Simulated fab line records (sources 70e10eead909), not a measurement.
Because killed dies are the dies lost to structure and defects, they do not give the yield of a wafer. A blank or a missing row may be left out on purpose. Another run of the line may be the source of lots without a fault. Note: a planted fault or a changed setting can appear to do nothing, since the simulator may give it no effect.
Chamber matching / flow nand-harc / NHARC_P_M2_ETCH_35 on rie-diel-13: 4 sister chambers
The step etches the open film in N2/H2, target depth 40 nm, overetch 12 nm, time 43.94 s. 18 wafers are shown with their chamber, then 9 later ones without.

WAFERS WITH THEIR CHAMBER
wafer=L310.2; chamber=2; showerhead-plenum-p-Torr (Torr)=2.17; drypump-motor-current-A (A)=5.4; rf-vpp-V (V)=434.6
wafer=L310.3; chamber=3; showerhead-plenum-p-Torr (Torr)=2.13; drypump-motor-current-A (A)=5.9; rf-vpp-V (V)=432.9
wafer=L310.6; chamber=0; showerhead-plenum-p-Torr (Torr)=2.20; drypump-motor-current-A (A)=5.1; rf-vpp-V (V)=435.1
wafer=L311.4; chamber=3; showerhead-plenum-p-Torr (Torr)=2.13; drypump-motor-current-A (A)=5.9; rf-vpp-V (V)=431.8
wafer=L311.5; chamber=0; showerhead-plenum-p-Torr (Torr)=2.20; drypump-motor-current-A (A)=5.1; rf-vpp-V (V)=436.0
wafer=L311.6; chamber=1; showerhead-plenum-p-Torr (Torr)=1.98; drypump-motor-current-A (A)=6.0; rf-vpp-V (V)=429.3
wafer=L313.2; chamber=1; showerhead-plenum-p-Torr (Torr)=1.98; drypump-motor-current-A (A)=6.1; rf-vpp-V (V)=430.1
wafer=L313.4; chamber=0; showerhead-plenum-p-Torr (Torr)=2.20; drypump-motor-current-A (A)=5.1; rf-vpp-V (V)=435.1
wafer=L313.5; chamber=1; showerhead-plenum-p-Torr (Torr)=1.98; drypump-motor-current-A (A)=6.1; rf-vpp-V (V)=427.8
wafer=L317.2; chamber=2; showerhead-plenum-p-Torr (Torr)=2.16; drypump-motor-current-A (A)=5.4; rf-vpp-V (V)=434.8
wafer=L317.3; chamber=1; showerhead-plenum-p-Torr (Torr)=1.97; drypump-motor-current-A (A)=6.1; rf-vpp-V (V)=428.8
wafer=L317.4; chamber=3; showerhead-plenum-p-Torr (Torr)=2.13; drypump-motor-current-A (A)=5.9; rf-vpp-V (V)=433.3
wafer=L322.3; chamber=0; showerhead-plenum-p-Torr (Torr)=2.20; drypump-motor-current-A (A)=5.1; rf-vpp-V (V)=435.1
wafer=L322.5; chamber=3; showerhead-plenum-p-Torr (Torr)=2.12; drypump-motor-current-A (A)=5.9; rf-vpp-V (V)=434.3
wafer=L322.6; chamber=2; showerhead-plenum-p-Torr (Torr)=2.16; drypump-motor-current-A (A)=5.4; rf-vpp-V (V)=434.6
wafer=L324.2; chamber=3; showerhead-plenum-p-Torr (Torr)=2.12; drypump-motor-current-A (A)=5.9; rf-vpp-V (V)=434.4
wafer=L324.3; chamber=2; showerhead-plenum-p-Torr (Torr)=2.16; drypump-motor-current-A (A)=5.3; rf-vpp-V (V)=432.9
wafer=L324.6; chamber=0; showerhead-plenum-p-Torr (Torr)=2.20; drypump-motor-current-A (A)=5.1; rf-vpp-V (V)=434.6

SIGNATURES, as means of the wafers listed above
reading=showerhead-plenum-p-Torr; chamber 0=2.2000; chamber 1=1.9775; chamber 2=2.1625; chamber 3=2.1260; scatter within a chamber=0.00439
reading=drypump-motor-current-A; chamber 0=5.100; chamber 1=6.075; chamber 2=5.375; chamber 3=5.900; scatter within a chamber=0.0327
reading=rf-vpp-V; chamber 0=435.180; chamber 1=429.000; chamber 2=434.225; chamber 3=433.340; scatter within a chamber=0.878
Rule: a wafer's distance from a chamber is the root of the sum, over the readings, of the square of ((its reading less the chamber's mean) divided by the reading's scatter). If the next closest chamber is less than 2 further off than the closest, the wafer can't be placed; otherwise it belongs to the closest. The scatter: take each reading less its chamber's mean, square it, sum over the shown wafers, divide by the number of wafers less the number of chambers, and take the root.

WAFERS WHOSE CHAMBER IS MISSING
wafer=L323.1; showerhead-plenum-p-Torr (Torr)=2.20; drypump-motor-current-A (A)=5.1; rf-vpp-V (V)=435.3
wafer=L323.5; showerhead-plenum-p-Torr (Torr)=1.97; drypump-motor-current-A (A)=6.0; rf-vpp-V (V)=429.1
wafer=L323.6; showerhead-plenum-p-Torr (Torr)=2.20; drypump-motor-current-A (A)=5.1; rf-vpp-V (V)=435.2
wafer=L327.2; showerhead-plenum-p-Torr (Torr)=2.16; drypump-motor-current-A (A)=5.4; rf-vpp-V (V)=433.2
wafer=L327.4; showerhead-plenum-p-Torr (Torr)=2.12; drypump-motor-current-A (A)=5.9; rf-vpp-V (V)=433.4
wafer=L327.5; showerhead-plenum-p-Torr (Torr)=2.12; drypump-motor-current-A (A)=5.9; rf-vpp-V (V)=433.3
wafer=L333.1; showerhead-plenum-p-Torr (Torr)=2.12; drypump-motor-current-A (A)=5.9; rf-vpp-V (V)=432.5
wafer=L333.3; showerhead-plenum-p-Torr (Torr)=2.20; drypump-motor-current-A (A)=5.1; rf-vpp-V (V)=435.2
wafer=L333.4; showerhead-plenum-p-Torr (Torr)=2.16; drypump-motor-current-A (A)=5.4; rf-vpp-V (V)=433.4

EACH ONE'S CHAMBER
wafer=L323.1; from the rows above=0; in truth=0
wafer=L323.5; from the rows above=1; in truth=1
wafer=L323.6; from the rows above=0; in truth=0
wafer=L327.2; from the rows above=2; in truth=2
wafer=L327.4; from the rows above=3; in truth=3
wafer=L327.5; from the rows above=3; in truth=3
wafer=L333.1; from the rows above=3; in truth=3
wafer=L333.3; from the rows above=0; in truth=0
wafer=L333.4; from the rows above=2; in truth=2
9 of 9 placed correctly. Left unplaced by these rows: 0. Wrongly placed: 0.
